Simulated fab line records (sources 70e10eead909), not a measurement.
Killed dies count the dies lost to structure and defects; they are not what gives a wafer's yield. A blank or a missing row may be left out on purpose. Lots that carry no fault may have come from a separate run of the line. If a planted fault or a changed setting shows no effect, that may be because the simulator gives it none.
Struck lot and sound lot, side by side    flow nand_harc    42 steps out of a route of 1159
Sound: the wafers L210.1, L210.2, L210.3. Struck: wafer L217.6 (left out: L217.2, L217.5 of the same lot, which were not struck); the cause appears at the end.
Order at every step that has rows: each side's tool, ch and its chambers, its first start. Under that, the readings that differ: sound wafers    struck wafers    difference of the means    sigmas: that difference in standard deviations of wafers without a fault.
alike: words and numbers the same on both sides, and readings whose means are apart by under 2 such deviations; not compared: readings that were withheld, readings missing a value for some wafer, numbers with overlapping values and no deviation given by the record, and bounds like >300 which may hide the same value.
Wherever a step has rows on one side only, a row that says differs or no value, or a row with sigmas, the two part there. Numbers that have no deviation but don't overlap get no sigmas and don't part them. A reading missing from all wafers of one side parts the sides only when that side holds two or more wafers.

NHARC_A_BLC_OVL_MEAS_11:
  sound: overlay-01 at day 19 21:56; struck: overlay-01 at day 22 03:29
  alike: overlay_x_nm, overlay_y_nm
NHARC_A_BLC_INSPECT_12:
  sound: defect_inspect-01 at day 19 21:59; struck: defect_inspect-01 at day 22 03:31
  alike: raw_defect_count
NHARC_A_BLC_DESCUM_15: chemistry O2, time 3 s.
  sound on rie_diel-04 ch 0,2,3, day 19 22:06; struck on rie_diel-10 ch 0, day 22 03:35
reading                          sound           struck  difference  sigmas
showerhead_plenum_p_Torr (Torr)  2.03 1.95 1.99  1.85    -0.14       -2
  alike: drypump_motor_current_A, mfc_ar_sccm, oes_product_au, rf_vpp_V, throttle_valve_pct
  not compared: rf_hours_counter_h
then, 3 steps without rows for these wafers: NHARC_A_BLC_ETCH_16 (etches the open film in CF4, target depth 39 nm, time 65 s); NHARC_A_BLC_ETCH_17 (etches the open film in N2/H2, target depth 390 nm, time 609.38 s); NHARC_A_BLC_ETCH_18 (etches the open film in C4F8/O2/Ar, target depth 910 nm).
NHARC_A_BLC_CD_MEAS_19:
  sound: cd_sem-02 at day 19 23:04; struck: cd_sem-02 at day 22 04:32
  alike: cd_nm
NHARC_A_BLC_STRIP_29: strips in CF4.
  sound on rie_diel-04 ch 0,2,3, day 19 23:08; struck on rie_diel-04 ch 2, day 22 04:37
reading             sound       struck  difference  sigmas
mfc_ar_sccm (sccm)  0 0 0.0094  0.0094  +0.0063     +2
  alike: drypump_motor_current_A, oes_product_au, rf_vpp_V, showerhead_plenum_p_Torr, throttle_valve_pct
  not compared: rf_hours_counter_h
then, 2 steps without rows for these wafers: NHARC_A_BLC_STRIP_21 (strips in O2); NHARC_A_BLC_STRIP_22 (strips in post etch residue remover, time 600 s).
NHARC_A_BLC_DEGAS_30: time 60 s.
  sound: pvd_sputter-03 at day 19 23:42; struck: pvd_sputter-03 at day 22 05:08
  alike: heater_power_w
then, 1 step without rows for these wafers: NHARC_A_BLC_PRE_CLEAN_31 (time 15 s).
NHARC_A_BLC_PVD_32: deposits Ti, target thk 5 nm, time 17.7 s.
  sound: pvd_sputter-03 at day 19 23:50; struck: pvd_sputter-03 at day 22 05:16
  alike: throttle_valve_pct
then, 1 step without rows for these wafers: NHARC_A_BLC_ALD_23 (deposits TiN, target thk 3 nm, pulse time 1 s, ald cycles 150).
NHARC_A_BLC_CVD_24: deposits W, target thk 150 nm, time 434 s.
  sound on cvd_w-02 ch 0,1; struck on cvd_w-01 ch 1
  alike: heater_power_w, mfc_ar_sccm, throttle_valve_pct
then, 2 steps without rows for these wafers: NHARC_A_BLC_CMP_25 (polishes, t overpolish 30 s, target thk 150 nm); NHARC_A_BLC_SRD_27.
NHARC_A_BLC_INSPECT_28:
  sound: defect_inspect-02 at day 20 02:02; struck: defect_inspect-01 at day 22 09:39
  alike: raw_defect_count
then, 10 steps without rows for these wafers: NHARC_A_M0_DEP_00 (deposits SiOC, target thk 150 nm); NHARC_A_M0_DEHYDRATE_01 (time 120 s); NHARC_A_M0_HMDS_02 (time 30 s); NHARC_A_M0_COAT_33 (time 65 s); NHARC_A_M0_COAT_03 (resist thk 90 nm); NHARC_A_M0_SOFTBAKE_04 (time 55 s); NHARC_A_M0_EBR_05; NHARC_A_M0_EXPOSE_06 (exposes mask A M0, target cd 80 nm); NHARC_A_M0_PEB_07 (peb time 65 s); NHARC_A_M0_DEVELOP_08 (develop time 35 s).
NHARC_A_M0_CD_MEAS_09: target cd 80 nm.
  the record has rows for the sound wafers here (cd_sem-03 ch 0, day 20 02:49) and none for the struck ones
NHARC_A_M0_OVL_MEAS_10: pitch 160 nm.
  sound wafers here have rows in the record (overlay-01, day 20 02:54); struck ones have none
NHARC_A_M0_INSPECT_11:
  sound wafers here have rows in the record (defect_inspect-02, day 20 02:56); struck ones have none
then, 3 steps without rows for these wafers: NHARC_A_M0_DESCUM_14 (chemistry O2, time 3 s); NHARC_A_M0_ETCH_34 (etches the open film in N2/H2, target depth 40 nm, overetch 12 nm, time 43.94 s); NHARC_A_M0_ETCH_15 (etches the open film in C4F8/Ar, target depth 150 nm, overetch 15 nm, time 82.5 s).
NHARC_A_M0_CD_MEAS_16:
  sound wafers here have rows in the record (cd_sem-01, day 20 03:18); struck ones have none
then, 5 steps without rows for these wafers: NHARC_A_M0_STRIP_18 (strips in N2/H2); NHARC_A_M0_STRIP_19 (strips in post etch residue remover, time 600 s); NHARC_A_M0_DEGAS_28 (time 60 s); NHARC_A_M0_PRE_CLEAN_29 (time 30 s); NHARC_A_M0_PVD_20 (deposits TaN, target thk 5 nm, time 8.06 s).
NHARC_A_M0_PVD_21: deposits Cu, target thk 30 nm, time 20.49 s.
  the record has rows for the sound wafers here (pvd_sputter-01) and none for the struck ones
-- the record jumps here: 2 days lie between the struck wafers' starts before and after (it left off in module A_M0 and takes up again in module END, whose first step shown is number 1159 of the route) --
NHARC_END_SORT_01:
  at this point the record logs the struck wafers (prober-01 ch 0, day 24 09:53) and has no rows for the sound ones

WHERE THEY PART
At NHARC_A_BLC_DESCUM_15 first; at NHARC_END_SORT_01 last (within this record only).

WHY: the cause the simulator had injected
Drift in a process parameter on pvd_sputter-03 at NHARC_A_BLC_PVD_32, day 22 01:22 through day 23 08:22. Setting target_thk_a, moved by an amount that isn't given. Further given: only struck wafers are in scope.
